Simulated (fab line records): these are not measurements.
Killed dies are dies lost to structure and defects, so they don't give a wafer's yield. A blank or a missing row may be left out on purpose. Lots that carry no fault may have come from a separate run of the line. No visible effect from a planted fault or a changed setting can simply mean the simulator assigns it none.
fab line records | flow n5-finfet | part 2 of 2: steps 5 to 6 of 6
record: lots: 22 wafers: 66 last-day: 17
route steps=1938 shown BEOL_M8@1376 BEOL_M9@1415
lots that met no fault: taken from a fault-free run of the same line
start-h: start of the lot's first displayed wafer, in hours after the record's first day | wait-h: hours since the lot's step before | " repeats the value in the row above | L1.1+2: one row covering several wafers at once | - no value, or no start given | * or withheld: withheld | < > ~ a bound
route shown NAME@n: names a module that has steps shown in the file, with the first one's number in the route | usual: mean and standard deviation over wafers with no fault | same: alike in all rows | chamber/n: place in a boat | sites: the reading at each site | _std_site: the values' standard deviation | _edge_site: the outer-site mean with the inner-site mean subtracted | radius-mm: for every site, how far away it sits from the centre of the wafer | mask NAME#n: copy n | behind: tool/chamber where the wafer was last shaped | hold: reason for holding the lot/hours on hold/outcome of the hold | device: transistor that didn't switch, given as n, p or np | end of line: the route-end tests of the same wafers | a step without rows: its recipe alone | killed: not the wafer's yield, but the dies lost to structure and defects at the first sort | map: shows each die of a wafer: x if killed, . if not, _ if none is there
set.NAME: the setting as run; set.NAME@STEP: as run at that earlier step | model.NAME: the simulator's own value behind a step, which no gauge read
the route's steps for a sample of lots (tables are steps, rows are wafers)
services: a tool's chamber out of use, with start hour (start-h, from the record's first day; less than 0 if before it), hours out, and reason
== steps ==
step: N5_BEOL_M9_OVL_MEAS_12
recipe: points-per-wafer: 44
usual: M9_OVL: -0.2/0.67
columns lot.wafer tool chamber start-h wait-h M9_OVL[nm]
L074.2 overlay-02 0 211.01 0.0 0.2
L074.5 " 0 " " -1.1
L074.6 " 0 " " 0.0
L077.1 overlay-01 0 211.53 0.0 -0.4
L077.3 " 0 " " -0.7
L077.5 " 0 " " -1.0
L076.2 overlay-02 0 217.36 0.0 -0.5
L076.4 " 0 " " -1.1
L076.6 " 0 " " -0.2
L079.1 overlay-02 0 237.44 0.0 -0.5
L079.4 " 0 " " -1.8
L079.6 " 0 " " -1.3
L080.1 overlay-01 0 237.47 0.0 0.6
L080.3 " 0 " " -0.7
L080.6 " 0 " " -0.4
L078.1 overlay-02 0 240.27 0.0 0.7
L078.3 " 0 " " 0.0
L078.6 " 0 " " 0.3
L081.1 overlay-01 0 246.97 0.0 0.7
L081.4 " 0 " " -0.5
L081.6 " 0 " " -0.4
L082.1 overlay-01 0 251.73 0.0 -0.2
L082.4 " 0 " " -0.9
L082.6 " 0 " " -0.2
L083.1 overlay-02 0 251.89 0.0 0.6
L083.2 " 0 " " 0.3
L083.4 " 0 " " 1.0
L084.3 overlay-02 0 261.11 0.0 -0.2
L084.5 " 0 " " -0.6
L084.6 " 0 " " 0.1
L086.1 overlay-01 0 278.30 0.0 -0.6
L086.2 " 0 " " -0.4
L086.4 " 0 " " -0.5
L087.2 overlay-01 0 285.99 0.0 -0.8
L087.5 " 0 " " -0.4
L087.6 " 0 " " 0.4
L088.2 overlay-02 0 292.99 0.0 0.0
L088.3 " 0 " " -0.4
L088.5 " 0 " " -0.7
L090.1 overlay-02 0 293.15 0.0 -1.3
L090.3 " 0 " " -1.1
L090.6 " 0 " " -1.4
L089.2 overlay-01 0 302.01 0.0 0.7
L089.3 " 0 " " 0.8
L089.6 " 0 " " 0.5
L091.4 overlay-02 0 302.33 0.0 0.1
L091.5 " 0 " " -1.3
L091.6 " 0 " " 0.1
L092.1 overlay-01 0 312.96 0.0 0.4
L092.4 " 0 " " -0.2
L092.6 " 0 " " 0.0
L093.1 overlay-01 0 324.82 0.1 -1.0
L093.4 " 0 " " -0.3
L093.5 " 0 " " -1.6
L094.2 overlay-01 0 328.58 0.0 -1.5
L094.3 " 0 " " -0.9
L094.4 " 0 " " -1.9
L095.1 overlay-01 0 329.07 0.0 0.0
L095.3 " 0 " " -0.4
L095.4 " 0 " " -0.5
L096.2 overlay-01 0 340.93 0.0 0.1
L096.3 " 0 " " 0.2
L096.6 " 0 " " 0.2
L097.1 overlay-01 0 345.71 0.0 0.7
L097.4 " 0 " " 0.3
L097.5 " 0 " " 1.0
step: N5_BEOL_M9_ETCH_62
recipe: chemistry: N2/H2 target: SOC target-depth-a: 1100 overetch-a: 220 mask-material: SiARC temp-c: 40 time-s: 165 ion-energy-ev: 200 pressure-mtorr: 30 source-w: 840 bias-w: 150 n2-flow-sccm: 200 h2-flow-sccm: 200
usual: drypump-motor-current-A: 5.5/0.55 oes-product-au: 0.68/0.075 rf-fwd-power-W: 837.1/2.7 rf-vpp-V: 524/3.2 showerhead-plenum-p-Torr: 2.54/0.11 throttle-valve-pct: 17.74/0.2
columns lot.wafer tool chamber start-h wait-h drypump-motor-current-A oes-product-au rf-fwd-power-W rf-hours-counter-h rf-vpp-V showerhead-plenum-p-Torr throttle-valve-pct
L074.2 rie-diel-03 3 211.39 0.0 5.2 0.65 834.8 133 517 2.35 17.66
L074.5 " 2 " " 5.2 0.63 839.8 - 528 2.64 17.69
L074.6 " 1 " " 5.5 0.63 840.6 - 525 2.63 17.70
L077.1 rie-diel-01 1 212.21 0.0 5.8 0.75 839.4 42 527 2.70 17.53
L077.3 " 3 " " 4.9 0.80 834.1 5 526 2.61 17.41
L077.5 " 3 " " 4.9 0.80 835.8 - 526 2.61 17.41
L076.2 rie-diel-05 3 217.50 0.0 6.8 0.64 839.7 158 521 2.44 17.86
L076.4 " 0 " " 4.8 0.73 832.6 51 523 2.47 17.57
L076.6 " 2 " " 6.2 0.60 837.5 - 521 2.42 17.91
L079.1 rie-diel-03 0 237.67 0.0 5.4 0.59 844.0 244 527 2.60 17.88
L079.4 " 2 " " 5.2 0.63 837.5 168 526 2.64 17.69
L079.6 " 3 " " 5.2 0.64 835.5 - 519 2.35 17.68
L080.1 rie-diel-01 2 237.69 0.0 6.4 0.61 839.2 203 525 2.63 18.29
L080.3 " 0 " " 6.0 0.84 838.9 4 524 2.61 17.66
L080.6 " 3 " " 4.9 0.78 835.3 - 526 2.61 17.43
L078.1 rie-diel-05 2 240.52 0.0 6.2 0.60 836.9 194 522 2.42 17.93
L078.3 " 3 " " 6.8 0.64 831.2 165 520 2.44 17.87
L078.6 " 0 " " 4.7 0.72 832.4 - 522 2.47 17.58
L081.1 rie-diel-03 0 247.12 0.0 5.4 0.59 836.9 247 525 2.60 17.88
L081.4 " 2 " " 5.2 0.62 837.9 171 527 2.64 17.70
L081.6 " 1 " " 5.4 0.62 838.2 - 526 2.63 17.73
L082.1 rie-diel-05 0 251.87 0.0 4.7 0.70 841.4 61 523 2.47 17.59
L082.4 " 3 " " 6.8 0.64 837.6 168 521 2.44 17.88
L082.6 " 3 " " 6.8 0.64 840.8 - 520 2.44 17.87
L083.1 rie-diel-03 3 252.07 0.0 5.2 0.64 839.4 145 517 2.34 17.69
L083.2 " 0 " " 5.4 0.59 842.5 250 526 2.60 17.88
L083.4 " 3 " " 5.3 0.64 836.2 - 519 2.34 17.70
L084.3 rie-diel-01 2 261.25 0.0 6.3 0.62 835.9 207 528 2.63 18.30
L084.5 " 3 " " 4.8 0.76 832.4 - 524 2.60 17.45
L084.6 " 0 " " 6.0 0.80 838.7 - 523 2.61 17.69
L086.1 rie-diel-03 2 278.53 0.0 5.1 0.62 834.5 178 527 2.63 17.69
L086.2 " 3 " " 5.2 0.63 836.2 156 518 2.34 17.71
L086.4 " 2 " " 5.2 0.62 835.9 - 526 2.63 17.71
L087.2 rie-diel-03 3 286.13 0.0 5.2 0.63 842.1 160 517 2.34 17.72
L087.5 " 1 " " 5.4 0.60 840.7 - 526 2.62 17.75
L087.6 " 0 " " 5.4 0.82 837.7 - 525 2.60 17.48
L088.2 rie-diel-01 1 293.32 0.0 5.8 0.73 837.9 71 530 2.68 17.57
L088.3 " 2 " " 6.4 0.61 833.1 213 526 2.63 18.32
L088.5 " 3 " " 4.8 0.74 839.3 - 525 2.60 17.45
L090.1 rie-diel-03 3 293.35 0.0 5.2 0.63 835.8 163 518 2.34 17.71
L090.3 " 0 " " 5.4 0.81 843.4 5 524 2.59 17.49
L090.6 " 0 " " 5.4 0.82 839.5 - 526 2.59 17.48
L089.2 rie-diel-01 3 302.41 0.0 4.9 0.74 839.4 36 525 2.60 17.49
L089.3 " 0 " " 6.0 0.78 837.4 27 524 2.60 17.69
L089.6 " 0 " " 6.0 0.77 839.2 - 525 2.60 17.70
L091.4 rie-diel-05 1 302.48 0.0 6.0 0.75 835.2 30 523 2.50 17.97
L091.5 " 1 " " 6.0 0.75 838.9 - 523 2.50 17.97
L091.6 " 0 " " 4.7 0.69 832.7 - 522 2.46 17.60
L092.1 rie-diel-01 1 313.18 0.0 5.8 0.71 832.6 77 527 2.68 17.59
L092.4 " 2 " " 6.4 0.60 837.3 219 526 2.62 18.32
L092.6 " 0 " " 6.0 0.77 841.0 - 526 2.60 17.72
L093.1 rie-diel-03 1 324.97 0.0 5.5 0.60 836.8 219 527 2.62 17.77
L093.4 " 0 " " 5.4 0.79 839.2 16 526 2.59 17.51
L093.5 " 3 " " 5.2 0.63 838.9 - 519 2.33 17.73
L094.2 rie-diel-03 1 328.96 0.0 5.5 0.60 836.4 220 526 2.62 17.77
L094.3 " 2 " " 5.1 0.61 837.2 195 526 2.63 17.74
L094.4 " 0 " " 5.4 0.78 835.8 17 525 2.59 17.51
L095.1 rie-diel-03 1 329.47 0.0 5.5 0.60 840.2 221 527 2.62 17.75
L095.3 " 3 " " 5.2 0.62 837.5 175 519 2.33 17.75
L095.4 " 0 " " 5.4 0.79 834.5 17 527 2.59 17.52
L096.2 rie-diel-05 2 341.18 0.0 6.2 0.58 839.1 223 520 2.41 17.96
L096.3 " 0 " " 4.7 0.68 837.1 88 521 2.46 17.61
L096.6 " 0 " " 4.7 0.68 838.6 - 522 2.46 17.64
L097.1 rie-diel-03 3 345.85 0.0 5.3 0.61 834.7 180 518 2.33 17.75
L097.4 " 1 " " 5.5 0.60 836.8 225 526 2.61 17.78
L097.5 " 1 " " 5.5 0.60 836.7 - 526 2.61 17.78
== services ==
columns tool chamber start-h hours kind
cmp-04 - 186.11 2.3 repair
rie-diel-02 - 187.98 14.6 pm
cmp-03 - 188.55 3.8 pm
rie-diel-04 0 191.11 - clean
rie-diel-04 0 191.11 - consumable-replace:focus-ring
rie-diel-04 0 191.11 17.0 scheduled-down
rie-diel-04 0 191.11 17.0 vent-cycle
rtp-anneal-02 - 194.59 4.1 pm
rie-diel-01 - 202.49 2.8 pm
rie-diel-04 1 209.25 5.5 repair
rie-diel-04 0 234.06 1.5 repair
cmp-02 - 238.64 4.0 pm
cmp-03 - 240.49 0.4 repair
rie-diel-01 2 247.19 13.3 repair
rie-diel-03 2 251.67 11.3 repair
rie-diel-02 3 252.44 - clean
rie-diel-02 3 252.44 - consumable-replace:focus-ring
cmp-04 - 265.89 4.0 pm
rie-diel-01 2 276.08 10.4 repair
cmp-03 - 281.07 4.0 pm
cmp-04 - 288.90 1.0 repair
rie-diel-03 1 291.76 7.9 repair
cmp-02 - 310.75 10.9 pm
rie-diel-04 1 342.58 5.9 repair
